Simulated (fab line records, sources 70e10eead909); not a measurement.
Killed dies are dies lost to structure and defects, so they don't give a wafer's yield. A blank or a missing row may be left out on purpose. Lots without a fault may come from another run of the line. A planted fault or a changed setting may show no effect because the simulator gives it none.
Which tool did it? | flow nand_harc | 12 lots, 36 wafers sampled, at 1 step of a route of 1302

WHAT THE GAUGES READ, wafer by wafer
NHARC_A_SGD_CUT_OVL_MEAS_10.
lot  | measured     | on         | overlay_x_nm (nm)
L074 | day 19 16:31 | overlay-02 | -1.6 -1.3 -1.2
L078 | day 20 22:23 | overlay-02 | -0.1 -0.1 -0.7
L079 | day 21 04:00 | overlay-01 | 0.1 0.6 0.7
L081 | day 21 22:25 | overlay-01 | -0.3 0.0 -0.6
L083 | day 22 17:18 | overlay-01 | 0.0 -1.1 -0.2
L084 | day 23 18:44 | overlay-01 | -0.1 0.2 0.8
L087 | day 24 21:07 | overlay-01 | -0.9 -0.9 -0.8
L088 | day 25 14:59 | overlay-01 | 0.8 0.8 0.6
L091 | day 26 10:11 | overlay-02 | 0.6 1.3 1.0
L092 | day 27 10:19 | overlay-01 | 0.3 -0.1 0.0
L096 | day 27 21:54 | overlay-02 | 0.3 0.5 0.2
L097 | day 28 09:02 | overlay-01 | 0.0 0.1 0.2

WHICH TOOL RAN EACH LOT (tool, then ch and the chambers of the sampled wafers, then the start)
The record holds no process step before these readings.

THE ANSWER, worked out from the rows above alone
Rule: what is usual is taken from the lots themselves. Put in order of their means at a reading, lots are off if they are a third of the lots or fewer, leave a main group of 4 or more, and stand apart from it by a gap of 3 or more times the standard deviation of the main group's means; of several such gaps the widest counts. A main group whose means are all the same, to the digits that the tables above print for the reading, isn't used. A lot without any number at a reading at which 4 lots or more have one is off too. The other lots that the step has rows for count as sound.
No lot is off at any reading shown: from this, nothing can be told.

WHAT THE SIMULATOR HAD PUT IN
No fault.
